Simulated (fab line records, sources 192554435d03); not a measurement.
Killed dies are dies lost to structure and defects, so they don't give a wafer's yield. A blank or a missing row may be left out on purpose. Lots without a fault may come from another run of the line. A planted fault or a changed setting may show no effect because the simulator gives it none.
Which tool did it? | flow n5_finfet | 10 lots, 29 wafers sampled, at 5 steps of a route of 1938

WHAT THE GAUGES READ, wafer by wafer
N5_BEOL_M4_RC_MEAS_101. Usual: DIBL_N 36.0 mV/V, standard deviation 1.6; DIBL_P 36.1 mV/V, standard deviation 2; IOFF_N 0.160 nA/um, standard deviation 0.029; IOFF_P 0.21 nA/um, standard deviation 0.039; ION_N 675 uA/um, standard deviation 13; ION_P 464 uA/um, standard deviation 8.8; SS_N 71.5 mV/dec, standard deviation 0.58; SS_P 73.3 mV/dec, standard deviation 0.65; VT_N 250 mV, standard deviation 3.3; VT_P -249 mV, standard deviation 3.6.
lot  | measured     | on        | DIBL_N (mV/V)  | DIBL_P (mV/V)  | IOFF_N (nA/um)    | IOFF_P (nA/um) | ION_N (uA/um) | ION_P (uA/um) | SS_N (mV/dec)  | SS_P (mV/dec)  | VT_N (mV)   | VT_P (mV)      | flag
L633 | day 8 01:37  | prober-01 | 37.5 36.0      | 36.4 34.5      | 0.174 0.149       | 0.24 0.21      | 666 667       | 460 460       | 71.8 71.1      | 74.0 72.7      | 251 251     | -248 -250      |
L635 | day 8 18:49  | prober-02 | 34.2 36.3 33.9 | 34.1 36.7 33.6 | 0.121 0.150 0.110 | 0.15 0.18 0.14 | 653 673 649   | 451 456 448   | 71.7 72.6 71.4 | 72.7 74.0 72.3 | 254 252 255 | -259 -255 -259 |
L637 | day 9 12:39  | prober-02 | 38.0 36.7 37.5 | 36.8 35.3 37.1 | 0.166 0.154 0.152 | 0.23 0.22 0.23 | 681 677 670   | 471 465 465   | 71.6 70.8 72.2 | 73.6 73.0 73.3 | 250 250 252 | -248 -249 -247 |
L638 | day 9 12:30  | prober-01 | 36.7 35.7 34.9 | 38.2 37.7 35.4 | 0.177 0.172 0.150 | 0.22 0.22 0.18 | 677 671 657   | 454 461 447   | 70.9 71.7 71.5 | 74.5 73.8 73.5 | 250 249 252 | -250 -252 -254 |
L641 | day 10 04:10 | prober-02 | 35.8 37.9 38.2 | 35.5 37.8 37.7 | 0.150 0.186 0.192 | 0.20 0.24 0.24 | 677 688 688   | 467 472 466   | 71.9 72.2 71.8 | 73.4 73.6 73.8 | 249 245 245 | -253 -248 -248 |
L643 | day 10 20:14 | prober-01 | 38.9 38.3 37.0 | 40.7 39.9 38.5 | 0.232 0.210 0.171 | 0.32 0.31 0.26 | 697 696 671   | 482 487 474   | 72.8 71.8 72.0 | 74.6 74.6 73.7 | 244 245 252 | -243 -243 -245 |
L651 | day 13 09:56 | prober-01 | 34.8 36.2 36.8 | 34.0 35.5 35.9 | 0.146 0.154 0.174 | 0.17 0.20 0.21 | 687 681 699   | 463 469 468   | 70.9 71.5 71.2 | 72.3 73.7 73.0 | 247 248 247 | -252 -250 -250 |
L652 | day 13 13:07 | prober-02 | 35.4 36.8 38.6 | 35.1 36.5 39.2 | 0.146 0.159 0.210 | 0.20 0.22 0.27 | 695 675 706   | 478 466 479   | 71.2 71.7 72.0 | 72.2 73.2 74.0 | 249 251 247 | -251 -248 -247 |
L655 | day 13 14:01 | prober-01 | 37.1 37.2 38.8 | 39.3 38.6 40.2 | 0.192 0.181 0.234 | 0.30 0.27 0.31 | 682 677 687   | 472 469 468   | 70.9 72.6 72.1 | 74.7 73.8 74.1 | 245 247 244 | -242 -246 -242 |
L654 | day 13 15:26 | prober-02 | 34.6 35.0 37.1 | 33.6 35.3 37.7 | 0.128 0.139 0.180 | 0.19 0.21 0.25 | 664 657 682   | 462 458 465   | 70.7 71.5 71.9 | 72.0 72.9 74.1 | 253 253 247 | -247 -251 -247 |

WHICH TOOL RAN EACH LOT (tool, then ch and the chambers of the sampled wafers, then the start)
lot  | N5_BEOL_M3_ANNEAL_93         | N5_BEOL_M3_PRE_CLEAN_60          | N5_BEOL_M4_HM_DEP_02         | N5_BEOL_M4_ETCH_74
L633 | pvd_sputter-02, day 7 14:18  | cvd_co-01 ch 0,2, day 7 15:31    | pvd_sputter-02, day 7 16:00  | rie_diel-04 ch 2,3, day 7 16:50
L635 | pvd_sputter-03, day 8 02:28  | cvd_co-02 ch 0,1,2, day 8 04:11  | pvd_sputter-01, day 8 06:51  | rie_diel-04 ch 0,2,3, day 8 07:24
L637 | pvd_sputter-02, day 8 22:49  | cvd_co-02 ch 0,1, day 9 00:43    | pvd_sputter-01, day 9 02:00  | rie_diel-06 ch 0,2, day 9 02:44
L638 | pvd_sputter-03, day 8 23:08  | cvd_co-02 ch 0,1, day 9 00:22    | pvd_sputter-01, day 9 01:54  | rie_diel-06 ch 0,1,2, day 9 02:27
L641 | pvd_sputter-01, day 9 13:46  | cvd_co-01 ch 0,2, day 9 14:58    | pvd_sputter-03, day 9 15:47  | rie_diel-06 ch 0,1,3, day 9 16:29
L643 | pvd_sputter-01, day 10 07:24 | cvd_co-02 ch 0,1, day 10 08:35   | pvd_sputter-01, day 10 09:05 | rie_diel-03 ch 0,1,2, day 10 09:38
L651 | pvd_sputter-01, day 12 22:44 | cvd_co-01 ch 0,2, day 13 00:08   | pvd_sputter-01, day 13 02:19 | rie_diel-06 ch 1,3, day 13 03:11
L652 | pvd_sputter-03, day 12 23:40 | cvd_co-01 ch 0,1,2, day 13 00:50 | pvd_sputter-01, day 13 02:25 | rie_diel-06 ch 1,3, day 13 03:26
L655 | pvd_sputter-01, day 13 01:43 | cvd_co-02 ch 1,2, day 13 02:54   | pvd_sputter-02, day 13 03:20 | rie_diel-04 ch 0,2, day 13 04:01
L654 | pvd_sputter-03, day 13 01:52 | cvd_co-01 ch 1,2, day 13 03:07   | pvd_sputter-03, day 13 04:44 | rie_diel-03 ch 0,2,3, day 13 05:25
- N5_BEOL_M3_ANNEAL_93: time 240 s.
- N5_BEOL_M3_PRE_CLEAN_60: time 15 s.
- N5_BEOL_M4_HM_DEP_02: deposits TiN, target thk 20 nm.
- N5_BEOL_M4_ETCH_74: etches underlayer in N2/H2, target depth 6.5 nm, time 5.2 s.

WHAT THE TOOLS THEMSELVES READ (means of the sampled wafers that have a number; where no wafer has one, the mark that the record gives instead)
N5_BEOL_M3_ANNEAL_93. Usual: heater_power_w 833 W, standard deviation 100.
lot  | tool           | heater_power_w (W) | flag
L633 | pvd_sputter-02 | 755                |
L635 | pvd_sputter-03 | 859                |
L637 | pvd_sputter-02 | 803                |
L638 | pvd_sputter-03 | 908                |
L641 | pvd_sputter-01 | 926                |
L643 | pvd_sputter-01 | 801                |
L651 | pvd_sputter-01 | 771                |
L652 | pvd_sputter-03 | 843                |
L655 | pvd_sputter-01 | 899                |
L654 | pvd_sputter-03 | 926                |

N5_BEOL_M3_PRE_CLEAN_60. Usual: heater_power_w 79 W, standard deviation 18.
lot  | tool      | heater_power_w (W) | flag
L633 | cvd_co-01 | 68                 |
L635 | cvd_co-02 | 85                 |
L637 | cvd_co-02 | 83                 |
L638 | cvd_co-02 | 70                 |
L641 | cvd_co-01 | 74                 |
L643 | cvd_co-02 | 82                 |
L651 | cvd_co-01 | 75                 |
L652 | cvd_co-01 | 72                 |
L655 | cvd_co-02 | 74                 |
L654 | cvd_co-01 | 77                 |

N5_BEOL_M4_HM_DEP_02. Usual: chamber_pressure_pa 0.5001 Pa, standard deviation 0.0009; substrate_temp_c 25.00 C, standard deviation 0.1; throttle_valve_pct 30.1 %, standard deviation 0.57.
lot  | tool           | chamber_pressure_pa (Pa) | substrate_temp_c (C) | throttle_valve_pct (%) | flag
L633 | pvd_sputter-02 | 0.5004                   | 25.04                | 30.2                   |
L635 | pvd_sputter-01 | 0.5000                   | 24.94                | 29.9                   |
L637 | pvd_sputter-01 | 0.4990                   | 25.07                | 30.0                   |
L638 | pvd_sputter-01 | 0.5000                   | 25.04                | 29.9                   |
L641 | pvd_sputter-03 | 0.5003                   | 25.03                | 30.2                   |
L643 | pvd_sputter-01 | 0.5001                   | 25.03                | 29.8                   |
L651 | pvd_sputter-01 | 0.4994                   | 24.88                | 29.7                   |
L652 | pvd_sputter-01 | 0.5002                   | 25.10                | 30.3                   |
L655 | pvd_sputter-02 | 0.4993                   | 24.93                | 30.6                   |
L654 | pvd_sputter-03 | 0.5004                   | 25.14                | 30.3                   |

N5_BEOL_M4_ETCH_74. Usual: bias_w 150.0 W, standard deviation 0.54; chamber_pressure_mTorr 30.00 mTorr, standard deviation 0.043; drypump_motor_current_A 5.6 A, standard deviation 0.68; etch_rf_on_time_s 5.21 s, standard deviation 0.12; h2_flow_sccm 200.0 sccm, standard deviation 0.59; oes_product_au 0.70 a.u., standard deviation 0.065; rf_vpp_V 522.4 V, standard deviation 2.7; showerhead_plenum_p_Torr 2.50 Torr, standard deviation 0.076; throttle_valve_pct 17.90 %, standard deviation 0.21.
lot  | tool        | bias_w (W) | chamber_pressure_mTorr (mTorr) | drypump_motor_current_A (A) | etch_rf_on_time_s (s) | h2_flow_sccm (sccm) | oes_product_au (a.u.) | rf_vpp_V (V) | showerhead_plenum_p_Torr (Torr) | throttle_valve_pct (%) | flag
L633 | rie_diel-04 | 150.6      | 29.98                          | 5.8                         | 5.10                  | 200.4               | 0.67                  | 523.6        | 2.49                            | 18.04                  |
L635 | rie_diel-04 | 150.1      | 30.01                          | 5.6                         | 5.17                  | 199.9               | 0.66                  | 522.0        | 2.47                            | 17.98                  |
L637 | rie_diel-06 | 150.0      | 29.93                          | 5.3                         | 5.36                  | 199.7               | 0.63                  | 520.8        | 2.44                            | 18.14                  |
L638 | rie_diel-06 | 150.3      | 29.96                          | 5.2                         | 5.35                  | 199.7               | 0.66                  | 520.1        | 2.46                            | 18.02                  |
L641 | rie_diel-06 | 149.9      | 30.04                          | 5.6                         | 5.23                  | 199.3               | 0.73                  | 522.4        | 2.47                            | 17.87                  |
L643 | rie_diel-03 | 150.5      | 30.02                          | 5.5                         | 5.19                  | 199.8               | 0.68                  | 522.7        | 2.50                            | 17.97                  |
L651 | rie_diel-06 | 150.4      | 30.00                          | 6.1                         | 6.22                  | 200.0               | 0.66                  | 521.8        | 2.47                            | 17.86                  | OFF
L652 | rie_diel-06 | 150.3      | 30.00                          | 5.5                         | 6.22                  | 199.2               | 0.63                  | 521.7        | 2.46                            | 17.90                  | OFF
L655 | rie_diel-04 | 150.5      | 30.00                          | 5.7                         | 5.09                  | 200.1               | 0.74                  | 521.8        | 2.48                            | 17.80                  |
L654 | rie_diel-03 | 149.6      | 29.98                          | 5.4                         | 5.15                  | 200.2               | 0.72                  | 526.4        | 2.58                            | 17.73                  |

THE ANSWER, worked out from the rows above alone
Rule: a lot is off if the mean of its wafers that have a number lies more than 3 standard deviations from the usual mean. A lot without any number at a reading at which 4 lots or more have one is off too. The other lots that the step has rows for count as sound. The gauges are gone through in route order, then the tools' own readings, and for those a lot's mean is taken as printed above. The first step at which some lot is off is used, and at that step the reading that is off furthest; a lot without a number counts as furthest.
Off: L651, L652, at N5_BEOL_M4_ETCH_74 (etch_rf_on_time_s).
A tool fits if, at that step or a process step before it, it ran every lot that is off, and no sound lot after the first of them. Can't be told from this: 2 tools fit, pvd_sputter-01 at N5_BEOL_M4_HM_DEP_02, rie_diel-06 at N5_BEOL_M4_ETCH_74.

WHAT THE SIMULATOR HAD PUT IN
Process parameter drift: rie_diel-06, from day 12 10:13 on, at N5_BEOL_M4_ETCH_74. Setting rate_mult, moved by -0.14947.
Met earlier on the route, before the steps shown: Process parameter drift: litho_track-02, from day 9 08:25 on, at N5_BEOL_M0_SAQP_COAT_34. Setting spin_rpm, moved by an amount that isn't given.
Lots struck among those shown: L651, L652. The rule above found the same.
